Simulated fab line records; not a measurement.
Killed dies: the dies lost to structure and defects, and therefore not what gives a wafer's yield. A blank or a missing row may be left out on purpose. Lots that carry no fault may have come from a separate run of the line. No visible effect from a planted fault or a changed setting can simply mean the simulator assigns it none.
Matching of chambers || flow n5-finfet || N5_BEOL_M2_ETCH_64 on rie-diel-04 has 4 sister chambers
The step etches SOC in N2/H2, target depth 75 nm, overetch 22.5 nm, time 121.9 s. 16 wafers are shown with their chamber, then 8 later ones without.

WAFERS PAIRED WITH THEIR CHAMBERS
{"wafer": "L081.1", "chamber": 0, "showerhead-plenum-p-Torr (Torr)": 2.51, "drypump-motor-current-A (A)": 6.0, "oes-product-au (a.u.)": 0.52}
{"wafer": "L081.3", "chamber": 1, "showerhead-plenum-p-Torr (Torr)": 2.63, "drypump-motor-current-A (A)": 5.3, "oes-product-au (a.u.)": 0.53}
{"wafer": "L081.4", "chamber": 3, "showerhead-plenum-p-Torr (Torr)": 2.62, "drypump-motor-current-A (A)": 5.3, "oes-product-au (a.u.)": 0.52}
{"wafer": "L083.1", "chamber": 0, "showerhead-plenum-p-Torr (Torr)": 2.51, "drypump-motor-current-A (A)": 6.0, "oes-product-au (a.u.)": 0.51}
{"wafer": "L083.5", "chamber": 0, "showerhead-plenum-p-Torr (Torr)": 2.51, "drypump-motor-current-A (A)": 6.0, "oes-product-au (a.u.)": 0.51}
{"wafer": "L083.6", "chamber": 1, "showerhead-plenum-p-Torr (Torr)": 2.62, "drypump-motor-current-A (A)": 5.3, "oes-product-au (a.u.)": 0.53}
{"wafer": "L084.3", "chamber": 2, "showerhead-plenum-p-Torr (Torr)": 2.52, "drypump-motor-current-A (A)": 6.3, "oes-product-au (a.u.)": 0.56}
{"wafer": "L084.5", "chamber": 3, "showerhead-plenum-p-Torr (Torr)": 2.61, "drypump-motor-current-A (A)": 5.4, "oes-product-au (a.u.)": 0.52}
{"wafer": "L084.6", "chamber": 2, "showerhead-plenum-p-Torr (Torr)": 2.52, "drypump-motor-current-A (A)": 6.3, "oes-product-au (a.u.)": 0.56}
{"wafer": "L086.2", "chamber": 3, "showerhead-plenum-p-Torr (Torr)": 2.61, "drypump-motor-current-A (A)": 5.4, "oes-product-au (a.u.)": 0.52}
{"wafer": "L086.3", "chamber": 0, "showerhead-plenum-p-Torr (Torr)": 2.51, "drypump-motor-current-A (A)": 6.0, "oes-product-au (a.u.)": 0.51}
{"wafer": "L086.6", "chamber": 0, "showerhead-plenum-p-Torr (Torr)": 2.51, "drypump-motor-current-A (A)": 6.0, "oes-product-au (a.u.)": 0.51}
{"wafer": "L088.3", "chamber": 1, "showerhead-plenum-p-Torr (Torr)": 2.62, "drypump-motor-current-A (A)": 5.3, "oes-product-au (a.u.)": 0.53}
{"wafer": "L088.5", "chamber": 0, "showerhead-plenum-p-Torr (Torr)": 2.51, "drypump-motor-current-A (A)": 6.0, "oes-product-au (a.u.)": 0.50}
{"wafer": "L088.6", "chamber": 3, "showerhead-plenum-p-Torr (Torr)": 2.61, "drypump-motor-current-A (A)": 5.4, "oes-product-au (a.u.)": 0.51}
{"wafer": "L089.2", "chamber": 2, "showerhead-plenum-p-Torr (Torr)": 2.52, "drypump-motor-current-A (A)": 6.2, "oes-product-au (a.u.)": 0.56}

SIGNATURES (averages over the wafers above)
{"reading": "showerhead-plenum-p-Torr", "chamber 0": 2.5100, "chamber 1": 2.6233, "chamber 2": 2.5200, "chamber 3": 2.6125, "scatter within a chamber": 0.00344}
{"reading": "drypump-motor-current-A", "chamber 0": 6.000, "chamber 1": 5.300, "chamber 2": 6.267, "chamber 3": 5.375, "scatter within a chamber": 0.0344}
{"reading": "oes-product-au", "chamber 0": 0.5100, "chamber 1": 0.5300, "chamber 2": 0.5600, "chamber 3": 0.5175, "scatter within a chamber": 0.00479}
Rule: for a wafer and a chamber, the distance is found by dividing, reading by reading, the gap between the wafer's reading and the chamber's mean by the reading's scatter, squaring, summing and taking the root. If the next closest chamber is less than 2 further off than the closest, the wafer can't be placed; otherwise it belongs to the closest. The scatter is the square root of a quotient: the sum, over the shown wafers, of each reading's squared deviation from its chamber's mean, divided by wafers minus chambers.

WAFERS WHOSE CHAMBER IS MISSING
{"wafer": "L089.4", "showerhead-plenum-p-Torr (Torr)": 2.62, "drypump-motor-current-A (A)": 5.3, "oes-product-au (a.u.)": 0.52}
{"wafer": "L089.5", "showerhead-plenum-p-Torr (Torr)": 2.61, "drypump-motor-current-A (A)": 5.3, "oes-product-au (a.u.)": 0.51}
{"wafer": "L095.1", "showerhead-plenum-p-Torr (Torr)": 2.60, "drypump-motor-current-A (A)": 5.3, "oes-product-au (a.u.)": 0.50}
{"wafer": "L095.4", "showerhead-plenum-p-Torr (Torr)": 2.50, "drypump-motor-current-A (A)": 6.0, "oes-product-au (a.u.)": 0.72}
{"wafer": "L095.6", "showerhead-plenum-p-Torr (Torr)": 2.61, "drypump-motor-current-A (A)": 5.3, "oes-product-au (a.u.)": 0.51}
{"wafer": "L079.1", "showerhead-plenum-p-Torr (Torr)": 2.51, "drypump-motor-current-A (A)": 6.3, "oes-product-au (a.u.)": 0.55}
{"wafer": "L079.2", "showerhead-plenum-p-Torr (Torr)": 2.61, "drypump-motor-current-A (A)": 5.3, "oes-product-au (a.u.)": 0.52}
{"wafer": "L079.6", "showerhead-plenum-p-Torr (Torr)": 2.61, "drypump-motor-current-A (A)": 5.3, "oes-product-au (a.u.)": 0.51}

CHAMBER TAKEN BY EACH
{"wafer": "L089.4", "from the rows above": "can't be placed: 1 or 3", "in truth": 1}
{"wafer": "L089.5", "from the rows above": 3, "in truth": 3}
{"wafer": "L095.1", "from the rows above": 3, "in truth": 3}
{"wafer": "L095.4", "from the rows above": 2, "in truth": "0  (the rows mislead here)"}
{"wafer": "L095.6", "from the rows above": 3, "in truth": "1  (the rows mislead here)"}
{"wafer": "L079.1", "from the rows above": 2, "in truth": 2}
{"wafer": "L079.2", "from the rows above": 3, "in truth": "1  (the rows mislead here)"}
{"wafer": "L079.6", "from the rows above": 3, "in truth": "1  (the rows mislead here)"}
Correct placement for 3 of the 8. Cannot be placed on the basis of these rows: 1; the candidates contain the true chamber in 1. Number placed wrongly: 4.
